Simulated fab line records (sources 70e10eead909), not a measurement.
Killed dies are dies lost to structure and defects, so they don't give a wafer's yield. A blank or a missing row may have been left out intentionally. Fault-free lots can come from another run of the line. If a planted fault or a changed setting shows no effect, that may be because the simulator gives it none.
Which of the tools did it? ; flow nand-harc ; 12 lots with 36 wafers sampled at 4 steps, on a route of 1159 steps

## WHAT EACH GAUGE READ, for each wafer
NHARC_P_GATE_CD_MEAS_91: target cd 2000 nm.
lot;measured;on;cd-nm (nm)
L779;day 5 09:59;cd-sem-02;2004.2 2002.1 1998.0
L782;day 6 03:29;cd-sem-02;2001.0 2001.1 2001.0
L783;day 6 05:29;cd-sem-01;1999.7 2003.4 1999.4
L787;day 7 09:25;cd-sem-01;2000.5 2000.8 2000.3
L788;day 7 09:44;cd-sem-01;1998.6 2001.9 2000.1
L790;day 7 20:23;cd-sem-03;2000.3 1998.2 2001.9
L792;day 8 12:46;cd-sem-02;1996.9 1997.9 1997.0
L791;day 8 15:14;cd-sem-02;1939.8 1937.7 1940.6
L795;day 9 08:55;cd-sem-01;1995.7 1996.4 1997.3
L796;day 9 15:50;cd-sem-01;2000.2 2002.3 2001.6
L797;day 9 21:11;cd-sem-02;2001.3 2000.5 1997.4
L802;day 11 03:08;cd-sem-02;2003.3 2004.5 2000.6

NHARC_P_M0_INSPECT_27.
lot;measured;on;raw-defect-count
L779;day 6 02:43;defect-inspect-02;127 163 212
L782;day 6 15:29;defect-inspect-01;281 470 534
L783;day 6 20:17;defect-inspect-01;434 688 351
L787;day 7 21:38;defect-inspect-02;241 527 299
L788;day 7 22:11;defect-inspect-01;366 416 499
L790;day 8 11:26;defect-inspect-02;399 281 288
L792;day 9 05:26;defect-inspect-02;167 263 220
L791;day 9 06:26;defect-inspect-02;267 221 257
L795;day 10 01:38;defect-inspect-02;458 554 351
L796;day 10 08:03;defect-inspect-01;476 380 324
L797;day 10 08:47;defect-inspect-01;303 226 178
L802;day 11 18:04;defect-inspect-01;430 179 320

NHARC_P_M1_CD_MEAS_09: target cd 130 nm.
lot;measured;on;cd-nm (nm)
L779;day 6 04:07;cd-sem-02;129.3 130.0 130.3
L782;day 6 16:52;cd-sem-01;130.0 130.5 129.4
L783;day 6 21:34;cd-sem-01;131.1 129.5 129.9
L787;day 7 23:02;cd-sem-02;131.3 131.8 131.5
L788;day 7 23:37;cd-sem-03;129.9 130.1 129.5
L790;day 8 12:42;cd-sem-02;130.4 130.7 131.4
L792;day 9 06:50;cd-sem-01;129.9 129.8 130.1
L791;day 9 07:50;cd-sem-02;129.2 129.0 129.2
L795;day 10 03:04;cd-sem-03;129.7 130.5 130.6
L796;day 10 09:29;cd-sem-02;129.7 130.1 129.8
L797;day 10 10:11;cd-sem-01;129.3 130.0 130.1
L802;day 11 19:36;cd-sem-01;129.7 130.9 129.4

## EACH LOT AND THE TOOL THAT RAN IT (in order: tool; ch and the chambers of the sampled wafers; start)
lot;NHARC_P_GATE_EXPOSE_88
L779;krf-scanner-02 ch 0, day 5 09:50
L782;krf-scanner-02 ch 0, day 6 03:20
L783;krf-scanner-01 ch 0, day 6 05:20
L787;krf-scanner-02 ch 0, day 7 09:16
L788;krf-scanner-01 ch 0, day 7 09:35
L790;krf-scanner-02 ch 0, day 7 20:14
L792;krf-scanner-04 ch 0, day 8 12:37
L791;krf-scanner-02 ch 0, day 8 15:05
L795;krf-scanner-02 ch 0, day 9 08:46
L796;krf-scanner-01 ch 0, day 9 15:41
L797;krf-scanner-01 ch 0, day 9 21:02
L802;krf-scanner-01 ch 0, day 11 02:59
- NHARC_P_GATE_EXPOSE_88: exposes mask P HVN, target cd 2000 nm.

## WHAT THE TOOLS THEMSELVES READ (means of the sampled wafers that have a number; where no wafer has one, the mark that the record gives instead)
The record holds no such reading with a usual standard deviation.

## THE ANSWER, worked out from the rows above alone
Rule: the lots themselves supply what counts as usual. Put in order of their means at a reading, lots are off if they are a third of the lots or fewer, leave a main group of 4 or more, and stand apart from it by a gap of 3 or more times the standard deviation of the main group's means; of several such gaps the widest counts. The tables above print the reading to a certain number of digits; a main group whose means all agree to those digits is not used. Also off: a lot with no number at a reading for which 4 or more lots have one. All remaining lots with rows at the step are treated as sound. After the gauges, taken in route order, come the tools' own readings; for these a lot's mean is taken, as printed above. At the first step where some lot is off, the reading lying furthest off is the one used; lots without a number count as furthest.
Off: L791, at NHARC_P_GATE_CD_MEAS_91 (cd-nm). The main group: mean 2000.2 nm, standard deviation 1.7.
If a tool, at a process step before that reading, ran all the lots that are off and no sound lot after the first of them, it fits. The gauges at NHARC_P_GATE_CD_MEAS_91 are tried like those tools. Not one of the candidates tried fits.

## WHAT THE SIMULATOR HAD INSERTED
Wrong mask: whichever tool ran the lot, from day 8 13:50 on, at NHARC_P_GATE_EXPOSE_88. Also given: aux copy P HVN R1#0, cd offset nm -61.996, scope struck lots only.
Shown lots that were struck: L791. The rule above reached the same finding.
